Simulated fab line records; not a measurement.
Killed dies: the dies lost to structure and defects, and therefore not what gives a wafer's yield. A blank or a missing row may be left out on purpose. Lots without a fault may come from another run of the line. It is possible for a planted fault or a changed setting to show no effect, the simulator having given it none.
What tool caused it?	flow n5 finfet	11 lots with 33 wafers sampled at 4 steps, on a route of 1938 steps

## WHAT EACH GAUGE READ, for each wafer
N5_BEOL_M6_THK_MEAS_01.
lot	measured	on	M6_ILD_THK (nm)
L475	day 8 09:59	film metro-02	155.5 154.8 156.6
L481	day 10 06:08	film metro-02	152.7 154.1 154.2
L479	day 10 06:59	film metro-02	153.9 156.2 156.2
L483	day 10 12:50	film metro-02	152.4 155.9 154.9
L485	day 11 12:05	film metro-01	156.7 155.9 160.2
L484	day 11 15:29	film metro-01	151.2 123.8 153.7
L488	day 11 19:54	film metro-01	154.7 120.7 156.9
L493	day 13 09:09	film metro-01	154.3 155.0 154.2
L494	day 13 12:43	film metro-01	152.9 154.3 155.7
L497	day 14 10:06	film metro-02	152.3 152.8 152.7
L498	day 14 19:04	film metro-01	157.3 155.1 157.2

## EACH LOT AND THE TOOL THAT RAN IT (in order: tool; ch and the chambers of the sampled wafers; start)
lot	N5_BEOL_M5_SPUTTER_90	N5_BEOL_M6_ILD_DEP_00	N5_BEOL_M6_CURE_74
L475	pvd sputter-03, day 8 07:59	pecvd-01 ch 0,1,2, day 8 09:25	uv cure-03 ch 0, day 8 09:29
L481	pvd sputter-03, day 10 04:25	pecvd-02 ch 0,1, day 10 05:32	uv cure-03 ch 0, day 10 05:37
L479	pvd sputter-02, day 10 05:13	pecvd-01 ch 0,1,2, day 10 06:25	uv cure-03 ch 2, day 10 06:42
L483	pvd sputter-01, day 10 11:00	pecvd-02 ch 0, day 10 12:09	uv cure-03 ch 1, day 10 12:19
L485	pvd sputter-02, day 11 09:52	pecvd-04 ch 0,1, day 11 11:02	uv cure-03 ch 2, day 11 11:05
L484	pvd sputter-03, day 11 13:20	pecvd-01 ch 0,1, day 11 14:54	uv cure-02 ch 2, day 11 15:02
L488	pvd sputter-02, day 11 18:08	pecvd-01 ch 0,1, day 11 19:19	uv cure-02 ch 1, day 11 19:28
L493	pvd sputter-02, day 13 07:13	pecvd-04 ch 1,2, day 13 08:34	uv cure-03 ch 0, day 13 08:47
L494	pvd sputter-01, day 13 10:34	pecvd-04 ch 1,2, day 13 12:07	uv cure-02 ch 0, day 13 12:12
L497	pvd sputter-02, day 14 08:23	pecvd-02 ch 0,1, day 14 09:30	uv cure-01 ch 2, day 14 09:35
L498	pvd sputter-02, day 14 17:01	pecvd-01 ch 0,1, day 14 18:08	uv cure-01 ch 0, day 14 18:33
- N5_BEOL_M5_SPUTTER_90: material Cu, target thk 4.5 nm, time 8.29 s.
- N5_BEOL_M6_ILD_DEP_00: deposits SiCOH lowk from DEMS/porogen, target thk 179.75 nm, time 33.4 s.
- N5_BEOL_M6_CURE_74: cures SiCOH lowk, time 240 s.

## THE ANSWER, worked out from the rows above alone
Rule: the lots themselves supply what counts as usual. The widest of any qualifying gaps counts: lots, ordered by their means at a reading, are off when they make up no more than a third of the lots, leave a main group of 4 or more, and stand apart from it by 3 or more times the standard deviation of that group's means. A main group whose means are all the same, to the digits that the tables above print for the reading, isn't used. Also off: a lot with no number at a reading for which 4 or more lots have one. All remaining lots with rows at the step are treated as sound.
Off: at N5_BEOL_M6_THK_MEAS_01 (M6_ILD_THK), L484, L488. For the main group the mean is 155.0 nm and the standard deviation 1.4.
A tool fits if, at a process step before that reading, it ran every lot that is off, and no sound lot after the first of them. Those tools and the gauges at N5_BEOL_M6_THK_MEAS_01 are tried in the same way. No candidate that was tried fits.

## WHAT THE SIMULATOR HAD INSERTED
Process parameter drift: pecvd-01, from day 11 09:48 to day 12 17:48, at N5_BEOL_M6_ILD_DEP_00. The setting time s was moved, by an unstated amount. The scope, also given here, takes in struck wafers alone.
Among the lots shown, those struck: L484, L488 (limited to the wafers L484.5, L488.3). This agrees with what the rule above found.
